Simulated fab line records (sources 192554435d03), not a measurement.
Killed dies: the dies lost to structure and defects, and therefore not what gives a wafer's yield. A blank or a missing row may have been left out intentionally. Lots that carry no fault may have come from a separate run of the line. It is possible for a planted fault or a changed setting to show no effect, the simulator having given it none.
fab line records	flow n5_finfet
[record] lots = 7	wafers = 21
route steps=1938 shown BEOL_M0_SAQP@686 BEOL_M0_CUTY@711 BEOL_M0@715 BEOL_M1@792 BEOL_M3@933
start_h: start of the lot's first displayed wafer, in hours after the record's first day	wait_h: time in hours since the lot's previous step	" repeats the value in the row above	L1.1+2: one row covering several wafers at once	- value missing, or start not given	* or withheld: withheld	< > ~ a bound
route shown NAME@n: a module of which the file shows steps, and the number in the route of the first	usual: mean/standard deviation taken from wafers without a fault	same: alike in all rows	chamber/n: place in a boat	sites: readings site by site	_std_site: their standard deviation	_edge_site: outer sites' mean less inner sites'	radius_mm: for every site, how far away it sits from the centre of the wafer	mask NAME#n: copy n	behind: tool/chamber where the wafer was last shaped	hold: the reason the lot was held/the length of the hold in hours/how it ended	device: transistor that didn't switch, given as n, p or np	end of line: the same wafers' tests at the end of the route	where a step has no rows: the recipe by itself	killed: dies that structure and defects cost at the first sort, which is not the same as the wafer's yield	map: per-die view of a wafer (x killed, . not killed, _ where there is no die)
set.NAME: the run value of the setting; set.NAME@STEP: its run value at that earlier step	model.NAME: the simulator's own value behind a step, which no gauge read
lots run with intentionally changed settings; tables by step, rows by wafer
[[steps]]
[step N5_BEOL_M0_SAQP_EXPOSE_37]
[recipe] mask_id = M0_CUT1	na = 0.33	source_shape = annular	sigma_inner = 0.35	sigma_outer = 0.8	polarization = unpolarized	target_cd_nm = 30	dose_mj = 44.75
lot.wafer	tool	chamber	start_h	wait_h	mask	set.dose_mj
L077.1+2	euv_scanner-01	0	143.27	-	M0_CUT1#0	44.75
L077.6	"	0	"	"	M0_CUT1#0	42.87
L080.1	euv_scanner-02	0	149.79	-	M0_CUT1#0	44.75
L080.3+4	"	0	"	"	M0_CUT1#0	41.6
L081.1+6	euv_scanner-01	0	156.97	-	M0_CUT1#0	42.11
L081.4	"	0	"	"	M0_CUT1#0	44.75
L086.1+3+5	euv_scanner-01	0	185.38	-	M0_CUT1#0	44.75
L090.2+3	euv_scanner-02	0	210.50	-	M0_CUT1#0	44.75
L090.5	"	0	"	"	M0_CUT1#0	47.05
L092.2+6	euv_scanner-01	0	223.36	-	M0_CUT1#0	44.75
L092.4	"	0	"	"	M0_CUT1#0	47.38
L096.1+2+6	euv_scanner-01	0	243.44	-	M0_CUT1#0	44.75
[step N5_BEOL_M0_SAQP_PEB_38]
[recipe] peb_temp_c = 100	peb_time_s = 60	resist = CAR-EUV
[step N5_BEOL_M0_SAQP_DEVELOP_39]
[recipe] develop_time_s = 30	developer = TMAH	resist = CAR-EUV	rinse_liquid = surfactant_rinse	dry = air_spin	dev_temp_c = 23
[step N5_BEOL_M0_SAQP_CD_MEAS_40]
[recipe] target_cd_nm = 30	landing_energy_ev = 500	detector = se_inlens
[usual] cd_nm = 29.98/0.25
lot.wafer	tool	chamber	start_h	wait_h	set.dose_mj@BEOL_M0_SAQP_EXPOSE_37	cd_nm
L077.1	cd_sem-02	0	143.41	-	44.75	30.11
L077.2	"	0	"	"	44.75	30.22
L077.6	"	0	"	"	42.87	28.50
L080.1	cd_sem-01	0	149.93	-	44.75	29.98
L080.3	"	0	"	"	41.6	28.15
L080.4	"	0	"	"	41.6	28.11
L081.1	cd_sem-02	0	157.11	-	42.11	28.52
L081.4	"	0	"	"	44.75	29.70
L081.6	"	0	"	"	42.11	28.55
L086.1	cd_sem-01	0	185.51	-	44.75	30.14
L086.3	"	0	"	"	44.75	30.47
L086.5	"	0	"	"	44.75	30.01
L090.2	cd_sem-02	0	210.62	-	44.75	29.78
L090.3	"	0	"	"	44.75	30.31
L090.5	"	0	"	"	47.05	30.60
L092.2	cd_sem-01	0	223.49	-	44.75	30.13
L092.4	"	0	"	"	47.38	31.03
L092.6	"	0	"	"	44.75	30.11
L096.1	cd_sem-01	0	243.58	-	44.75	29.98
L096.2	"	0	"	"	44.75	29.85
L096.6	"	0	"	"	44.75	29.31
[step N5_BEOL_M0_SAQP_DESCUM_45]
[recipe] chemistry = O2	time_s = 7	source_power_w = 50	bias_power_w = 20	pressure_mtorr = 20	rf_frequency_hz = 2.712e+07	temp_c = 40	resist = CAR-EUV	o2_flow_sccm = 225
lot.wafer	tool	chamber	start_h	wait_h	set.dose_mj@BEOL_M0_SAQP_EXPOSE_37	model.BEOL_M0_SAQP.cd_nm
L077.1	rie_diel-02	3	143.53	0.0	44.75	30.2
L077.2	"	2	"	"	44.75	29.8
L077.6	"	2	"	"	42.87	28.8
L080.1	rie_diel-04	2	150.05	0.0	44.75	30
L080.3+4	"	0,1	"	"	41.6	28.4
L081.1	rie_diel-04	3	157.23	0.0	42.11	28.6
L081.4	"	1	"	"	44.75	30
L081.6	"	1	"	"	42.11	28.4
L086.1	rie_diel-02	3	185.67	0.1	44.75	30.2
L086.3	"	1	"	"	44.75	30.4
L086.5	"	2	"	"	44.75	30
L090.2	rie_diel-02	0	210.97	0.3	44.75	29.8
L090.3	"	1	"	"	44.75	30
L090.5	"	1	"	"	47.05	31
L092.2	rie_diel-05	1	223.61	0.0	44.75	29.8
L092.4	"	3	"	"	47.38	31
L092.6	"	1	"	"	44.75	30
L096.1+2+6	rie_diel-05	2,3,2	243.71	0.0	44.75	29.6
[step N5_BEOL_M0_SAQP_ETCH_88]
[recipe] chemistry = N2/H2	target = underlayer	target_depth_a = 65	time_s = 5.2	ion_energy_ev = 200	mask_material = CAR-EUV	pressure_mtorr = 30	source_w = 840	bias_w = 150	n2_flow_sccm = 200	h2_flow_sccm = 200	ends = cleared
lot.wafer	tool	chamber	start_h	wait_h	set.dose_mj@BEOL_M0_SAQP_EXPOSE_37	model.BEOL_M0_SAQP.cd_nm
L077.1	rie_diel-02	3	143.57	0.0	44.75	30
L077.2	"	2	"	"	44.75	29.8
L077.6	"	2	"	"	42.87	28.8
L080.1	rie_diel-04	2	150.08	0.0	44.75	29.8
L080.3	"	0	"	"	41.6	28.4
L080.4	"	1	"	"	41.6	28.2
L081.1	rie_diel-04	3	157.27	0.0	42.11	28.6
L081.4	"	1	"	"	44.75	29.8
L081.6	"	1	"	"	42.11	28.4
L086.1	rie_diel-02	3	185.71	0.0	44.75	30.2
L086.3	"	1	"	"	44.75	30.4
L086.5	"	2	"	"	44.75	30
L090.2	rie_diel-02	0	211.01	0.0	44.75	29.6
L090.3	"	1	"	"	44.75	30
L090.5	"	1	"	"	47.05	31
L092.2	rie_diel-05	1	223.65	0.0	44.75	29.8
L092.4	"	3	"	"	47.38	31
L092.6	"	1	"	"	44.75	30
L096.1+2+6	rie_diel-05	2,3,2	243.74	0.0	44.75	29.6
[step N5_BEOL_M0_SAQP_ETCH_73]
[recipe] chemistry = CF4	target = SiARC	target_depth_a = 195	mask_material = CAR-EUV	time_s = 32.5	ion_energy_ev = 80	pressure_mtorr = 40	source_w = 545	bias_w = 36	Ar_flow_sccm = 100	cf4_flow_sccm = 100	ends = cleared
[step N5_BEOL_M0_SAQP_CUT_ETCH_46]
[recipe] chemistry = N2/H2	target = SOC	target_depth_a = 1350	overetch_a = 270	temp_c = 40	time_s = 202.5	ion_energy_ev = 200	mask_material = SiARC	pressure_mtorr = 30	source_w = 840	bias_w = 150	n2_flow_sccm = 200	h2_flow_sccm = 200
lot.wafer	tool	chamber	start_h	wait_h	set.dose_mj@BEOL_M0_SAQP_EXPOSE_37	model.BEOL_M0_SAQP.cd_nm
L077.1+2	rie_diel-02	3,2	143.61	0.0	44.75	30
L077.6	"	2	"	"	42.87	28.8
L080.1	rie_diel-04	2	150.13	0.0	44.75	29.8
L080.3	"	0	"	"	41.6	28.6
L080.4	"	1	"	"	41.6	28.2
L081.1	rie_diel-04	3	157.31	0.0	42.11	29.2
L081.4	"	1	"	"	44.75	30
L081.6	"	1	"	"	42.11	28.8
L086.1+3	rie_diel-02	3,1	185.75	0.0	44.75	30.2
L086.5	"	2	"	"	44.75	29.8
L090.2	rie_diel-02	0	211.06	0.0	44.75	29.4
L090.3	"	1	"	"	44.75	29.8
L090.5	"	1	"	"	47.05	30.8
L092.2	rie_diel-05	1	223.69	0.0	44.75	29.8
L092.4	"	3	"	"	47.38	31
L092.6	"	1	"	"	44.75	30.2
L096.1	rie_diel-05	2	243.79	0.0	44.75	29.8
L096.2	"	3	"	"	44.75	29.2
L096.6	"	2	"	"	44.75	29.6
[step N5_BEOL_M0_SAQP_STRIP_74]
[recipe] chemistry = N2/H2	temp_c = 40	n2_flow_sccm = 200	h2_flow_sccm = 200	rf_frequency_hz = 6e+07
[step N5_BEOL_M0_SAQP_STRIP_89]
[recipe] chemistry = N2/H2	temp_c = 40	n2_flow_sccm = 200	h2_flow_sccm = 200	rf_frequency_hz = 6e+07
[step N5_BEOL_M0_CUTY_DESCUM_61]
[recipe] chemistry = O2	time_s = 7.9	source_power_w = 50	bias_power_w = 20	pressure_mtorr = 20	rf_frequency_hz = 2.712e+07	temp_c = 40	resist = CAR-ArF-block	o2_flow_sccm = 225
[step N5_BEOL_M0_CUTY_ETCH_62]
[recipe] chemistry = CF4	target = SiARC	mask_material = CAR-ArF-block	time_s = 58.5	ion_energy_ev = 80	pressure_mtorr = 40	source_w = 545	bias_w = 36	Ar_flow_sccm = 100	cf4_flow_sccm = 100	ends = cleared
[step N5_BEOL_M0_CUTY_ETCH_63]
[recipe] chemistry = N2/H2	target = SOC	target_depth_a = 827	overetch_a = 165	mask_material = SiARC	temp_c = 40	ion_energy_ev = 200	time_s = 124	pressure_mtorr = 30	source_w = 840	bias_w = 150	n2_flow_sccm = 200	h2_flow_sccm = 200
lot.wafer	tool	chamber	start_h	wait_h	set.target_thk_a@BEOL_M0_SAQP_SPACER2_ALD_26	model.SiO2_of_BEOL_M0_SAQP_SPACER2_ALD_26.thk_nm
L077.1	rie_diel-03	0	146.06	0.0	150	7.2
L077.2	"	3	"	"	150	7.4
L077.6	"	2	"	"	159.4	8
L080.1	rie_diel-06	2	152.01	0.0	155.1	7.6
L080.3	"	1	"	"	150	7
L080.4	"	0	"	"	155.1	7.8
L081.1+6	rie_diel-03	0	158.58	0.0	169	9
L081.4	"	1	"	"	150	7.2
L086.1	rie_diel-01	0	187.74	0.0	140.2	6
L086.3+5	"	3,2	"	"	150	7
L090.2+5	rie_diel-06	1,0	212.48	0.0	150	7
L090.3	"	0	"	"	164	8.4
L092.2+4+6	rie_diel-03	1,3,0	225.81	0.0	150	7.2
L096.1+2	rie_diel-06	0,1	245.25	0.0	150	7.2
L096.6	"	3	"	"	150	7
[step N5_BEOL_M0_ETCH_138]
[recipe] chemistry = CH3F/O2	target_depth_a = 120	target = SiCN	time_s = 31.6	ion_energy_ev = 120	pressure_mtorr = 30	source_w = 395	bias_w = 75	Ar_flow_sccm = 150	CH3F_flow_sccm = 30	O2_flow_sccm = 20	ends = cleared
[usual] rf_vpp_V = 297.6/1.5
lot.wafer	tool	chamber	start_h	wait_h	set.source_w	rf_vpp_V
L077.1	rie_diel-03	0	146.19	0.0	395	297.6
L077.2	"	3	"	"	372.5	302.1
L077.6	"	2	"	"	372.5	305.1
L080.1	rie_diel-06	2	152.14	0.0	420.3	291.3
L080.3	"	1	"	"	420.3	292.6
L080.4	"	0	"	"	420.3	290.6
L081.1	rie_diel-03	0	158.70	0.0	345.5	311.3
L081.4	"	1	"	"	345.5	312.2
L081.6	"	0	"	"	395	299.6
L086.1	rie_diel-01	0	187.87	0.0	395	295.9
L086.3	"	3	"	"	395	297.8
L086.5	"	2	"	"	395	298.8
L090.2	rie_diel-06	1	212.60	0.0	395	296.8
L090.3	"	0	"	"	371.5	303.8
L090.5	"	0	"	"	395	298.3
L092.2	rie_diel-03	1	225.94	0.0	395	298.6
L092.4	"	3	"	"	334.5	311.6
L092.6	"	0	"	"	395	298.5
L096.1	rie_diel-06	0	245.37	0.0	395	297.0
L096.2	"	1	"	"	395	296.0
L096.6	"	3	"	"	395	297.8
[step N5_BEOL_M0_ETCH_128]
[recipe] chemistry = CF4/N2	target_depth_a = 120	overetch_a = 51	target = SiCN	time_s = 21.4	ion_energy_ev = 150	pressure_mtorr = 40	source_w = 430	bias_w = 70	Ar_flow_sccm = 100	cf4_flow_sccm = 60	n2_flow_sccm = 60
[usual] rf_vpp_V = 382.4/1.8
lot.wafer	tool	chamber	start_h	wait_h	set.source_w	rf_vpp_V
L077.1	rie_diel-03	3	149.17	1.1	430	379.8
L077.2	"	0	"	"	430	383.8
L077.6	"	2	"	"	430	384.6
L080.1	rie_diel-06	0	157.22	0.3	395.5	392.2
L080.3	"	2	"	"	395.5	392.5
L080.4	"	0	"	"	430	381.5
L081.1	rie_diel-01	0	161.14	0.0	430	380.4
L081.4	"	3	"	"	430	382.2
L081.6	"	2	"	"	365.4	404.9
L086.1	rie_diel-03	2	197.40	0.0	430	384.6
L086.3	"	0	"	"	504.5	366.3
L086.5	"	1	"	"	430	385.4
L090.2	rie_diel-06	2	214.58	0.0	430	382.1
L090.3	"	0	"	"	430	382.1
L090.5	"	2	"	"	430	380.8
L092.2	rie_diel-01	3	226.42	0.0	430	382.0
L092.4	"	1	"	"	430	384.3
L092.6	"	2	"	"	430	384.3
L096.1	rie_diel-01	1	250.49	0.0	430	381.5
L096.2	"	2	"	"	430	382.6
L096.6	"	2	"	"	430	384.2
[step N5_BEOL_M1_ALD_98]
[recipe] material = SiO2	target_thk_a = 25	temp_c = 100	ald_precursor_family = BDEAS	ald_co_reactant = O2-plasma	pulse_time_s = 1	co_reactant_pulse_time_s = 1	purge_time_s = 2	co_reactant_purge_time_s = 2	ald_cycles = 17	pressure_torr = 2
lot.wafer	tool	chamber	start_h	wait_h	set.ald_cycles	model.SiO2_of_BEOL_M1_ALD_98.thk_nm
L077.1+2+6	ald_sin-04	3,0,1	158.84	0.1	17	2.6
L080.1	ald_sin-04	2	164.27	0.1	17	2.4
L080.3	"	1	"	"	17	2.6
L080.4	"	0	"	"	18	2.6
L081.1+4	ald_sin-04	3,1	168.02	0.1	17	2.6
L081.6	"	2	"	"	15	2.2
L086.1	ald_sin-03	2	204.34	0.6	17	2.4
L086.3+5	"	1,0	"	"	20	3
L090.2+5	ald_sin-04	3	221.52	0.3	17	2.4
L090.3	"	1	"	"	15	2.2
L092.2+6	ald_sin-04	2	232.26	0.1	17	2.4
L092.4	"	3	"	"	15	2.2
L096.1+2	ald_sin-02	0,2	257.92	0.1	17	2.4
L096.6	"	3	"	"	17	2.6
[step N5_BEOL_M1_TRENCH_ETCH_37]
[recipe] chemistry = C4F6/O2	target_depth_a = 552.07	target = SiOC	time_s = 29	ion_energy_ev = 250	pressure_mtorr = 30	source_w = 355	bias_w = 185	Ar_flow_sccm = 300	C4F6_flow_sccm = 10	O2_flow_sccm = 10
lot.wafer	tool	chamber	start_h	wait_h	set.time_s	model.BEOL_M1.feature_depth_nm	model.etch.depth_nm
L077.1	rie_diel-02	1	-	-	34.96	66.4	66.4
L077.2	"	0	"	"	29	54	54.04
L077.6	"	1	"	"	29	54.8	54.81
L080.1	rie_diel-02	3	-	-	29	55.4	55.35
L080.3	"	1	"	"	32.08	62.2	62.26
L080.4	"	0	"	"	32.08	61	60.92
L081.1	rie_diel-05	3	-	-	29	53.8	53.8
L081.4	"	1	"	"	31.83	61.2	61.16
L081.6	"	0	"	"	31.83	60.2	60.1
L086.1	rie_diel-05	2	-	-	29	54.2	54.13
L086.3	"	3	"	"	29	53.8	53.86
L086.5	"	3	"	"	22.78	42.2	42.29
L090.2	rie_diel-02	1	-	-	29	55.2	55.29
L090.3	"	3	"	"	26.24	50	49.93
L090.5	"	1	"	"	26.24	50.2	50.13
L092.2	rie_diel-05	2	-	-	29	56.4	56.37
L092.4	"	3	"	"	29	54.2	54.22
L092.6	"	0	"	"	29	55.2	55.27
L096.1	rie_diel-02	3	-	-	29	55	55.01
L096.2	"	0	"	"	29	54.4	54.35
L096.6	"	2	"	"	29	55.6	55.55
[step N5_BEOL_M1_ETCH_41]
[recipe] chemistry = CH3F/O2	target = SiCN	target_depth_a = 319	taper_deg = 2	time_s = 57.8	ion_energy_ev = 120	mask_material = TiN	pressure_mtorr = 30	source_w = 395	bias_w = 75	Ar_flow_sccm = 150	CH3F_flow_sccm = 30	O2_flow_sccm = 20
[step N5_BEOL_M1_STRIP_97]
[recipe] chemistry = N2/H2	time_s = 10	power_w = 450	temp_c = 40	pressure_mtorr = 20	rf_frequency_hz = 6e+07	bias_power_w = 7	n2_flow_sccm = 200	h2_flow_sccm = 200
[step N5_BEOL_M1_OCD_MEAS_38]
[usual] trench_depth_nm = 55.0/0.75
lot.wafer	tool	chamber	start_h	wait_h	set.time_s@BEOL_M1_TRENCH_ETCH_37	trench_depth_nm
L077.1	ocd-02	-	161.30	-	34.96	66.3
L077.2	"	-	"	"	29	53.9
L077.6	"	-	"	"	29	55.1
L080.1	ocd-02	-	172.78	-	29	55.4
L080.3	"	-	"	"	32.08	62.2
L080.4	"	-	"	"	32.08	61.2
L081.1	ocd-01	-	181.88	-	29	53.7
L081.4	"	-	"	"	31.83	60.8
L081.6	"	-	"	"	31.83	60.2
L086.1	ocd-01	-	208.33	-	29	54.3
L086.3	"	-	"	"	29	54.0
L086.5	"	-	"	"	22.78	42.4
L090.2	ocd-02	-	224.61	-	29	55.6
L090.3	"	-	"	"	26.24	50.1
L090.5	"	-	"	"	26.24	49.8
L092.2	ocd-02	-	250.45	-	29	56.6
L092.4	"	-	"	"	29	54.0
L092.6	"	-	"	"	29	55.3
L096.1	ocd-01	-	259.93	-	29	54.9
L096.2	"	-	"	"	29	54.4
L096.6	"	-	"	"	29	54.9
[step N5_BEOL_M3_PECVD_72]
[recipe] material = SiO2	target_thk_a = 160	temp_c = 400	precursor = TEOS/O2	pressure_torr = 5.5	rf_w = 450	teos_flow_sccm = 53.8	gas = O2	flow_sccm = 3000	time_s = 18
lot.wafer	tool	chamber	start_h	wait_h	set.temp_c	model.SiO2_of_BEOL_M3_PECVD_72.thk_nm
L077.1	pecvd-02	2	185.88	0.0	383.4	17.8
L077.2	"	1	"	"	383.4	17.6
L077.6	"	1	"	"	383.4	18
L080.1+4	pecvd-02	0	203.42	0.0	387.3	17.6
L080.3	"	1	"	"	400	15.6
L081.1	pecvd-02	1	206.82	0.0	400	16
L081.4	"	0	"	"	400	16.2
L081.6	"	2	"	"	390.4	17
L086.1+5	pecvd-01	2	225.77	0.0	400	16
L086.3	"	0	"	"	400	15.4
L090.2	pecvd-01	1	238.36	0.0	400	15.6
L090.3	"	2	"	"	405.3	15.2
L090.5	"	2	"	"	405.3	15.6
L092.2	pecvd-02	1	271.00	0.0	407.1	15.4
L092.4	"	2	"	"	400	16
L092.6	"	1	"	"	400	16.2
L096.1+2	pecvd-04	2,0	279.92	0.0	400	15.8
L096.6	"	1	"	"	400	16
[step N5_BEOL_M3_VIA_ETCH_34]
[recipe] chemistry = C4F6/O2	target_depth_a = 694	mask_material = SOC	pressure_mtorr = 15	ion_energy_ev = 250	taper_deg = 4	time_s = 65.9	source_w = 350	bias_w = 170	Ar_flow_sccm = 300	C4F6_flow_sccm = 10	O2_flow_sccm = 10
lot.wafer	tool	chamber	start_h	wait_h	set.time_s	model.etch.depth_nm	model.SOC_of_BEOL_M3_COAT_67.thk_nm
L077.1	rie_diel-02	3	199.55	0.0	65.9	68.65	51.6
L077.2	"	0	"	"	56.46	57.82	53.2
L077.6	"	0	"	"	56.46	57.74	53
L081.1	rie_diel-02	2	217.97	0.0	65.9	69.79	51.8
L081.4	"	0	"	"	65.9	68.31	52.2
L081.6	"	3	"	"	65.9	69.28	51.6
L080.1	rie_diel-04	2	221.55	0.0	54.09	56.96	53.2
L080.3	"	0	"	"	54.09	57.02	53.4
L080.4	"	1	"	"	54.09	57.09	53.2
L086.1	rie_diel-02	3	238.58	0.0	65.9	68.75	52
L086.3	"	0	"	"	77.95	80.98	50.6
L086.5	"	0	"	"	65.9	68.36	52.2
L090.2	rie_diel-02	0	250.87	0.0	77.16	79.68	50.6
L090.3	"	3	"	"	65.9	68.52	52
L090.5	"	2	"	"	77.16	80.84	50.6
L092.2	rie_diel-05	1	275.15	0.0	79.83	85.35	49.8
L092.4	"	3	"	"	79.83	81.96	50.2
L092.6	"	0	"	"	65.9	69.25	51.8
L096.1	rie_diel-02	1	285.65	0.0	65.9	69.99	51.4
L096.2	"	2	"	"	65.9	69.28	51.8
L096.6	"	3	"	"	65.9	68.87	51.8
[[key]]
[split] step = N5_BEOL_M0_SAQP_EXPOSE_37	setting = dose_mj	stated = 44.75	by = wafer
[response] step = N5_BEOL_M0_SAQP_CD_MEAS_40	reading = cd_nm	change = +0.216	per = 1%	r = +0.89
[response] step = N5_BEOL_M0_SAQP_DESCUM_45	reading = model.BEOL_M0_SAQP.cd_nm	change = +0.229	per = 1%	r = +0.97
[response] step = N5_BEOL_M0_SAQP_ETCH_88	reading = model.BEOL_M0_SAQP.cd_nm	change = +0.218	per = 1%	r = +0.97
[response] step = N5_BEOL_M0_SAQP_CUT_ETCH_46	reading = model.BEOL_M0_SAQP.cd_nm	change = +0.202	per = 1%	r = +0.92
[split] step = N5_BEOL_M0_ETCH_138	setting = source_w	stated = 395	by = wafer
[response] step = N5_BEOL_M0_ETCH_138	reading = rf_vpp_V	change = -0.919	per = 1%	r = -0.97
[split] step = N5_BEOL_M0_ETCH_128	setting = source_w	stated = 430	by = wafer
[response] step = N5_BEOL_M0_ETCH_128	reading = rf_vpp_V	change = -1.3	per = 1%	r = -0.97
[split] step = N5_BEOL_M1_ALD_98	setting = ald_cycles	stated = 17	by = wafer
[response] step = N5_BEOL_M1_ALD_98	reading = model.SiO2_of_BEOL_M1_ALD_98.thk_nm	change = +0.027	per = 1%	r = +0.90
[split] step = N5_BEOL_M1_TRENCH_ETCH_37	setting = time_s	stated = 29	by = wafer
[response] step = N5_BEOL_M1_TRENCH_ETCH_37	reading = model.BEOL_M1.feature_depth_nm	change = +0.577	per = 1%	r = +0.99
[response] step = N5_BEOL_M1_TRENCH_ETCH_37	reading = model.etch.depth_nm	change = +0.576	per = 1%	r = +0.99
[response] step = N5_BEOL_M1_OCD_MEAS_38	reading = trench_depth_nm	change = +0.578	per = 1%	r = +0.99
[split] step = N5_BEOL_M3_PECVD_72	setting = temp_c	stated = 400	by = wafer
[response] step = N5_BEOL_M3_PECVD_72	reading = model.SiO2_of_BEOL_M3_PECVD_72.thk_nm	change = -0.483	per = 1%	r = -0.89
[split] step = N5_BEOL_M3_VIA_ETCH_34	setting = time_s	stated = 65.9	by = wafer
[response] step = N5_BEOL_M3_VIA_ETCH_34	reading = model.etch.depth_nm	change = +0.695	per = 1%	r = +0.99
[response] step = N5_BEOL_M3_VIA_ETCH_34	reading = model.SOC_of_BEOL_M3_COAT_67.thk_nm	change = -0.0867	per = 1%	r = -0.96
split outside_this_file step=N5_BEOL_M0_SAQP_SPACER2_ALD_26 setting=target_thk_a
// split outside_this_file: this setting was split too, and the file shows its column; the key of that split is in another file
